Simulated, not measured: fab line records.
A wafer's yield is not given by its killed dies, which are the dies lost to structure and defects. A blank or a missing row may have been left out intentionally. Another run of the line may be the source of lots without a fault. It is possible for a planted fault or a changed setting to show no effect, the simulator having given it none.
fab line records	flow nandHarc
record lots=5	wafers=15	lastDay=31
route steps=1302 shown A_WL_FILL@954 END@1302
lots that met no fault: from a run of the same line without faults
startH: hours from the record's first day to the start of the lot's first wafer shown	waitH: how many hours have passed since the lot's step before this one	" same as the row above	L1.1+2: several wafers, shown together as one row	- no value present, or no start provided	* or withheld: withheld	< > ~ a bound
route shown NAME@n: NAME is a module with steps in the file, n the number in the route of the first one	usual: the fault-free wafers' mean and standard deviation	same: alike in all rows	chamber/n: place in a boat	sites: the reading at each site	_std_site: standard deviation across them	_edge_site: outer sites' mean less inner sites'	radiusMm: for every site, how far away it sits from the centre of the wafer	mask NAME#n: copy n	behind: the tool/chamber that last shaped the wafer	hold: cause of the lot's hold/its duration in hours/its outcome	device: the n, p or np transistor that did not switch	end of line: the route-end tests of the same wafers	step lacking rows: just its recipe	killed: the dies lost at the first sort to structure and to defects; this is not the yield of the wafer	map: a wafer's dies, x killed, . not, _ none there
set.NAME: the setting that was run; set.NAME@STEP: the one run at that earlier step	model.NAME: the simulator's own value behind a step, which no gauge read
lots at selected steps of the route; one table per step, one row per wafer
services: a tool's chamber out of use, with start hour (startH, from the record's first day; less than 0 if before it), hours out, and reason
## steps
# step NHARC_A_WL_FILL_ALD_02
# recipe targetThkA=20	pulseTimeS=3	aldCycles=100	tempC=450	material=TiN
# usual heaterPowerW=1123/130	precursorPulseHeightRel=1.000/0.02
# same pulseTimeS=3
lot.wafer	tool	chamber	startH	waitH	heaterPowerW	precursorPulseHeightRel	sinceWetCleanH
L717.2	aldMetal-02	2	513.58	0.2	1400	1.015	72
L717.4	"	3	"	"	1003	0.984	72
L717.5	"	1	"	"	1180	1.040	-
L720.2	aldMetal-01	1	549.47	0.2	997	1.014	14
L720.5	"	3	"	"	1267	1.014	-
L720.6	"	0	"	"	1084	0.984	-
L728.1	aldMetal-02	0	599.25	0.2	1054	0.994	157
L728.2	"	1	"	"	1212	1.042	157
L728.4	"	2	"	"	1345	1.008	157
L726.4	aldMetal-03	1	606.12	0.1	964	0.992	28
L726.2	"	3	"	"	991	0.968	28
L726.5	"	0	"	"	1009	1.009	-
L730.2	aldMetal-01	1	636.69	0.2	992	0.999	101
L730.4	"	2	"	"	1292	1.034	101
L730.6	"	0	"	"	1106	1.033	-
# step NHARC_A_WL_FILL_CVD_03
# recipe targetThkA=400	tempC=300	pressureTorr=40	wf6FlowSccm=40	h2FlowSccm=1600	arFlowSccm=1560	timeS=279	material=W
# usual heaterPowerW=463/30	throttleValvePct=7.79/0.29
lot.wafer	tool	chamber	startH	waitH	heaterPowerW	sinceWetCleanH	throttleValvePct
L717.2	cvdW-01	1	514.03	0.1	494	135	7.24
L717.4	"	0	"	"	427	-	7.74
L717.5	"	1	"	"	496	-	7.06
L720.2	cvdW-02	1	549.88	0.1	440	87	8.06
L720.6	"	0	"	"	492	-	8.02
L720.5	"	1	"	"	435	-	7.89
L728.1	cvdW-02	0	599.66	0.1	484	136	7.75
L728.2	"	1	"	"	429	136	7.81
L728.4	"	1	"	"	419	-	7.85
L726.2	cvdW-02	1	606.52	0.1	438	143	8.10
L726.4	"	1	"	"	437	-	7.85
L726.5	"	0	"	"	502	-	8.07
L730.2	cvdW-01	0	637.06	0.1	445	77	8.33
L730.4	"	0	"	"	445	-	8.01
L730.6	"	0	"	"	444	-	8.42
# step NHARC_A_WL_FILL_ETCHBACK_04
# recipe targetDepthA=600	timeS=120	chemistry=NF3
# usual chamberPressureMTorr=300.02/0.27	drypumpMotorCurrentA=5.5/0.4	heBacksideLeakSccm=3.36/0.24	oesProductAu=1.002/0.012
lot.wafer	tool	chamber	startH	waitH	chamberPressureMTorr	drypumpMotorCurrentA	heBacksideLeakSccm	oesProductAu	rfHoursCounterH
L717.2	rieMetal-01	1	514.40	0.3	299.79	6.0	3.00	1.035	2.0
L717.4	"	1	"	"	299.94	6.0	3.01	1.012	-
L717.5	"	1	"	"	300.25	6.0	3.08	1.019	-
L720.2	rieMetal-02	0	550.24	0.3	299.95	5.8	3.59	0.985	1.5
L720.5	"	1	"	"	299.73	5.9	3.09	1.014	-
L720.6	"	0	"	"	300.27	5.8	3.67	0.973	-
L728.2	rieMetal-02	1	600.04	0.3	300.32	5.9	3.28	1.003	2.5
L728.1	"	0	"	"	299.88	5.8	3.63	0.975	2.5
L728.4	"	1	"	"	300.16	5.9	3.17	0.995	-
L726.2	rieMetal-02	0	606.92	0.4	300.13	5.8	3.68	0.983	2.7
L726.4	"	1	"	"	300.18	5.9	3.19	1.001	-
L726.5	"	0	"	"	299.76	5.8	3.72	0.981	-
L730.2	rieMetal-03	0	637.50	0.4	300.14	5.2	3.27	1.000	-
L730.4	"	0	"	"	300.16	5.2	3.35	0.999	-
L730.6	"	0	"	"	300.09	5.2	3.36	1.001	-
# step NHARC_A_WL_FILL_ETCHBACK_05
# recipe targetDepthA=220	timeS=60	tempC=40	chemistry=Cl2/BCl3
# usual chamberPressureMTorr=10.000/0.0083	drypumpMotorCurrentA=5.5/0.4	heBacksideLeakSccm=3.36/0.21	oesProductAu=1.003/0.013
lot.wafer	tool	chamber	startH	waitH	chamberPressureMTorr	drypumpMotorCurrentA	heBacksideLeakSccm	oesProductAu	rfHoursCounterH
L717.2	rieMetal-01	0	514.68	0.2	9.999	4.9	3.48	1.012	2.1
L717.4	"	1	"	"	9.997	6.0	3.04	1.027	-
L717.5	"	0	"	"	10.000	4.9	3.47	1.025	-
L720.2	rieMetal-02	1	550.46	0.2	10.016	5.9	3.22	0.991	1.6
L720.6	"	0	"	"	10.021	5.8	3.61	0.990	-
L720.5	"	1	"	"	9.991	5.9	3.09	1.005	-
L728.1	rieMetal-02	0	600.28	0.2	10.006	5.8	3.59	0.982	2.6
L728.2	"	1	"	"	10.001	5.9	3.24	1.000	2.6
L728.4	"	0	"	"	10.000	5.8	3.69	0.983	-
L726.2	rieMetal-02	0	607.14	0.2	10.007	5.8	3.66	0.975	2.9
L726.4	"	1	"	"	10.006	5.9	3.28	0.983	-
L726.5	"	1	"	"	9.988	5.9	3.15	0.992	-
L730.2	rieMetal-03	0	637.90	0.3	9.987	5.2	3.40	0.999	-
L730.4	"	0	"	"	10.004	5.2	3.35	0.998	-
L730.6	"	0	"	"	10.009	5.2	3.38	1.000	-
# step NHARC_A_WL_FILL_STRIP_27
# recipe powerW=1500	tempC=250	timeS=20	chemistry=N2/H2
# step NHARC_A_WL_FILL_STRIP_28
# recipe timeS=1200	tempC=72.5	chemistry=postEtchResidueRemover
# step NHARC_A_WL_FILL_PRECLEAN_06
# recipe timeS=300	chemistry=DIW
# step NHARC_A_WL_FILL_SRD_07
# step NHARC_A_WL_FILL_ANNEAL_08
# recipe tempC=450	timeS=1800
# step NHARC_A_WL_FILL_ALD_10
# recipe targetThkA=500	pulseTimeS=10	aldCycles=500	tempC=300	material=SiO2
# step NHARC_A_WL_FILL_ETCHBACK_16
# recipe targetDepthA=1200	timeS=24	c4f8FlowSccm=withheld	o2FlowSccm=8	arFlowSccm=withheld	rfW=600	biasW=800	chemistry=C4F8/O2/Ar
# usual chamberPressureMTorr=24.999/0.024	oesProductAu=0.97/0.035	rfFwdPowerW=589/3.1	rfVppV=723/4.5
lot.wafer	tool	chamber	startH	waitH	chamberPressureMTorr	oesProductAu	rfFwdPowerW	rfHoursCounterH	rfVppV
L717.2	rieDiel-06	1	525.01	-	25.027	1.00	589	1.1	719
L717.4	"	1	"	"	25.001	1.00	589	-	719
L717.5	"	2	"	"	25.007	1.00	590	-	720
L720.2	rieDiel-03	2	561.77	-	24.991	0.99	588	4.2	725
L720.5	"	1	"	"	25.044	1.00	591	-	718
L720.6	"	2	"	"	24.997	0.99	594	-	725
L728.2	rieDiel-06	2	611.87	-	25.005	0.99	590	2.1	720
L728.4	"	3	"	"	24.997	1.00	586	3.8	732
L728.1	"	1	"	"	24.976	0.99	585	4.0	719
L726.2	rieDiel-03	2	621.62	-	24.989	0.92	586	5.8	725
L726.4	"	0	"	"	24.978	1.01	687	7.0	718
L726.5	"	3	"	"	25.023	0.92	592	-	727
L730.4	rieDiel-06	3	647.59	-	24.989	0.94	590	5.0	730
L730.2	"	0	"	"	25.001	0.94	591	5.0	720
L730.6	"	3	"	"	25.016	0.92	590	-	732
# step NHARC_A_WL_FILL_STRIP_29
# recipe timeS=20	o2FlowSccm=500	arFlowSccm=0	biasW=0	chemistry=O2
# usual chamberPressureMTorr=60.01/0.06	drypumpMotorCurrentA=5.7/0.38	oesProductAu=1.001/0.013	rfVppV=57.8/1	showerheadPlenumPTorr=3.52/0.15	throttleValvePct=17.037/0.0095
lot.wafer	tool	chamber	startH	waitH	chamberPressureMTorr	drypumpMotorCurrentA	oesProductAu	rfHoursCounterH	rfVppV	showerheadPlenumPTorr	throttleValvePct
L717.2	rieDiel-06	1	525.14	0.1	59.95	5.8	1.002	1.1	58.4	3.36	17.039
L717.4	"	0	"	"	59.95	6.0	1.010	-	58.0	3.41	17.033
L717.5	"	1	"	"	60.12	5.9	0.998	-	55.3	3.36	17.042
L720.2	rieDiel-03	1	561.86	0.1	59.93	5.9	1.001	5.7	58.6	3.37	17.024
L720.6	"	0	"	"	60.00	6.0	0.981	-	57.0	3.32	17.038
L720.5	"	1	"	"	60.00	5.9	1.001	-	58.2	3.37	17.038
L728.1	rieDiel-06	2	611.97	0.1	59.93	5.5	1.021	2.1	55.4	3.41	17.046
L728.4	"	3	"	"	60.00	5.3	1.001	3.8	58.6	3.79	17.036
L728.2	"	0	"	"	60.03	6.0	1.016	4.0	58.4	3.41	17.056
L726.4	rieDiel-03	1	621.72	0.1	60.08	5.9	0.993	7.4	56.4	3.37	17.025
L726.2	"	3	"	"	60.05	5.5	0.984	6.5	57.6	3.70	17.043
L726.5	"	1	"	"	60.05	5.9	0.988	-	56.6	3.37	17.051
L730.2	rieDiel-06	0	647.69	0.1	60.03	6.0	1.015	5.0	57.4	3.41	17.039
L730.4	"	1	"	"	60.10	5.9	1.009	5.1	58.6	3.36	17.026
L730.6	"	0	"	"	60.06	6.0	1.027	-	56.7	3.41	17.030
# step NHARC_END_SORT_01
# recipe tempC=25
# usual killedAtArray=52/19	killedAtOther=0.9/1.3	killedAtPeriphery=4/3.1	killedDies=57/18	killedOpen=3.2/1.7	killedShort=2.3/1.4
# same grossDies=677
lot.wafer	tool	chamber	startH	waitH	killedAtArray	killedAtOther	killedAtPeriphery	killedDies	killedOpen	killedShort
L717.2	prober-02	0	612.26	2.8	74	1	5	80	6	1
L717.4	prober-02	0	613.88	3.4	87	0	2	89	5	0
L717.5	prober-02	0	614.68	3.7	105	0	2	107	5	2
L720.2	prober-02	0	647.98	2.8	83	3	2	88	3	2
L720.5	prober-02	0	650.37	3.7	58	6	2	66	1	2
L720.6	prober-02	0	651.17	4.0	65	3	3	71	3	4
L728.1	prober-01	0	695.15	2.5	49	0	10	59	4	3
L728.2	prober-01	0	695.95	2.8	67	0	11	78	2	4
L728.4	prober-01	0	697.54	3.4	49	1	6	56	3	3
L726.2	prober-01	0	704.60	2.8	90	0	9	99	5	3
L726.4	prober-01	0	706.19	3.4	97	0	6	103	2	3
L726.5	prober-01	0	706.99	3.7	93	0	1	94	2	0
# killed by level:class
L717.2 A_SLIT:chamberFilmFlake=23 A_CHANNEL_HOLE_D2:chamberFilmFlake=22 A_CHANNEL_HOLE_D1:chamberFilmFlake=20 A_CONTACT:chamberFilmFlake=3 P_GATE:geometricParticle:open=2 P_CONTACT:geometricParticle:open=1 P_M2:geometricParticle:open=1 A_ONON_D1:geometricParticle:short=1
L717.4 A_SLIT:chamberFilmFlake=27 A_CHANNEL_HOLE_D2:chamberFilmFlake=22 A_CHANNEL_HOLE_D1:chamberFilmFlake=19 A_CONTACT:chamberFilmFlake=11 P_CONTACT:geometricParticle:open=2 A_CHANNEL_FILL_D2:chamberFilmFlake=2 A_STAIRCASE:chamberFilmFlake=2 A_DECK1_JOINT:geometricParticle:open=1
L717.5 A_CHANNEL_HOLE_D1:chamberFilmFlake=35 A_CHANNEL_HOLE_D2:chamberFilmFlake=31 A_SLIT:chamberFilmFlake=30 A_CONTACT:chamberFilmFlake=4 P_M0:geometricParticle:open=2 A_M0:geometricParticle:open=2 A_SOURCE_PLATE:geometricParticle:short=1 A_CHANNEL_HOLE_D1:geometricParticle:short=1
L720.2 A_CHANNEL_HOLE_D1:chamberFilmFlake=36 A_CHANNEL_HOLE_D2:chamberFilmFlake=35 A_STAIRCASE:chamberFilmFlake=3 A_CONTACT:chamberFilmFlake=3 THIN_TSV:chamberFilmFlake=3 P_CONTACT:geometricParticle:open=1 A_SOURCE_PLATE:geometricParticle:short=1 A_SOURCE_PLATE:geometricParticle:open=1
L720.5 A_CHANNEL_HOLE_D1:chamberFilmFlake=29 A_CHANNEL_HOLE_D2:chamberFilmFlake=21 THIN_TSV:chamberFilmFlake=6 A_CONTACT:chamberFilmFlake=4 A_DECK1_JOINT:chamberFilmFlake=2 P_CONTACT:geometricParticle:short=1 P_M2:geometricParticle:short=1 A_M1:geometricParticle:open=1
L720.6 A_CHANNEL_HOLE_D2:chamberFilmFlake=26 A_CHANNEL_HOLE_D1:chamberFilmFlake=25 A_CONTACT:chamberFilmFlake=3 THIN_TSV:chamberFilmFlake=3 A_SOURCE_PLATE:geometricParticle:short=2 A_ONON_D2:geometricParticle:open=2 P_ZERO_WELL:chamberFilmFlake=2 A_DECK1_JOINT:chamberFilmFlake=2
L728.1 A_CHANNEL_HOLE_D1:chamberFilmFlake=37 P_GATE:chamberFilmFlake=8 A_STAIRCASE:chamberFilmFlake=2 A_M1:chamberFilmFlake=2 P_GATE:geometricParticle:open=1 P_M0:geometricParticle:open=1 A_ONON_D1:geometricParticle:short=1 A_CHANNEL_HOLE_D1:geometricParticle:short=1
L728.2 A_CHANNEL_HOLE_D1:chamberFilmFlake=41 P_GATE:chamberFilmFlake=7 A_SLIT:chamberFilmFlake=7 A_STAIRCASE:chamberFilmFlake=4 A_WL_FILL:chamberFilmFlake=3 A_CHANNEL_FILL_D1:geometricParticle:short=2 P_M2:chamberFilmFlake=2 A_CONTACT:chamberFilmFlake=2
L728.4 A_CHANNEL_HOLE_D1:chamberFilmFlake=36 P_GATE:chamberFilmFlake=5 A_SLIT:chamberFilmFlake=2 A_STAIRCASE:chamberFilmFlake=2 P_M1:geometricParticle:short=1 A_SOURCE_PLATE:geometricParticle:open=1 A_ONON_D1:geometricParticle:short=1 A_ONON_D2:geometricParticle:open=1
L726.2 A_CHANNEL_HOLE_D1:chamberFilmFlake=33 A_CHANNEL_HOLE_D2:chamberFilmFlake=20 A_STAIRCASE:chamberFilmFlake=15 A_SLIT:chamberFilmFlake=13 P_GATE:chamberFilmFlake=4 P_ZERO_WELL:chamberFilmFlake=2 A_SGD_CUT:chamberFilmFlake=2 P_CONTACT:geometricParticle:short=1
L726.4 A_CHANNEL_HOLE_D1:chamberFilmFlake=33 A_SLIT:chamberFilmFlake=29 A_CHANNEL_HOLE_D2:chamberFilmFlake=13 A_STAIRCASE:chamberFilmFlake=11 P_GATE:chamberFilmFlake=4 A_ONON_D1:geometricParticle:open=2 A_SGD_CUT:geometricParticle:short=2 A_CONTACT:chamberFilmFlake=2
L726.5 A_CHANNEL_HOLE_D1:chamberFilmFlake=34 A_CHANNEL_HOLE_D2:chamberFilmFlake=21 A_SLIT:chamberFilmFlake=19 A_STAIRCASE:chamberFilmFlake=12 A_SGD_CUT:chamberFilmFlake=3 A_CHANNEL_FILL_D2:geometricParticle:open=1 A_M0:geometricParticle:open=1 P_GATE:chamberFilmFlake=1
## services
tool	chamber	startH	hours	kind
cvdW-01	0	493.88	5.7	repair
rieDiel-06	-	500.15	0.2	repair
cvdW-02	0	503.10	7.4	repair
rieDiel-03	2	507.46	10.5	repair
rieMetal-03	-	519.00	9.0	pm
rieDiel-06	3	523.35	2.8	repair
aldMetal-01	-	526.00	10.0	pm
rieDiel-06	2	540.74	62.7	repair
rieDiel-06	3	545.33	2.2	repair
cvdW-01	-	547.00	13.0	pm
rieMetal-01	-	575.00	9.0	pm
cvdW-01	0	577.12	4.9	repair
rieMetal-03	1	579.23	79.4	repair
aldMetal-02	3	588.94	7.9	repair
rieMetal-01	0	604.52	6.3	repair
rieMetal-01	-	606.38	0.9	repair
aldMetal-02	-	610.00	10.0	pm
rieDiel-03	3	622.05	7.3	repair
rieDiel-03	1	622.54	1.3	repair
rieDiel-03	-	629.34	2.4	repair
rieMetal-02	-	631.00	9.0	pm
cvdW-02	-	631.35	13.0	pm
rieDiel-03	1	633.18	5.2	repair
rieDiel-03	-	635.30	9.0	pm
## key
firstSign step=NHARC_A_WL_FILL_ETCHBACK_16	reading=rfFwdPowerW	direction=up	sigmas=31	usual=*	struck=*
effect none on later readings
metAt NHARC_A_WL_FILL_ETCHBACK_16
struckWafers L726.4
testerLeftOut L726
fault kind=processParameterDrift	tool=rieDiel-03	chamber=0	onsetH=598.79	steps=NHARC_A_WL_FILL_ETCHBACK_16	channel=rfW	offset=*	shape=step	endH=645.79	actsIn=*	stated=*
# testerLeftOut: of these lots the tester's yield and bins aren't shown, on N5 and GAA mostly nor the transistor test; their killed dies are dies lost to structure and defects alone, not to doping, threshold or leakage, so they don't give the yield
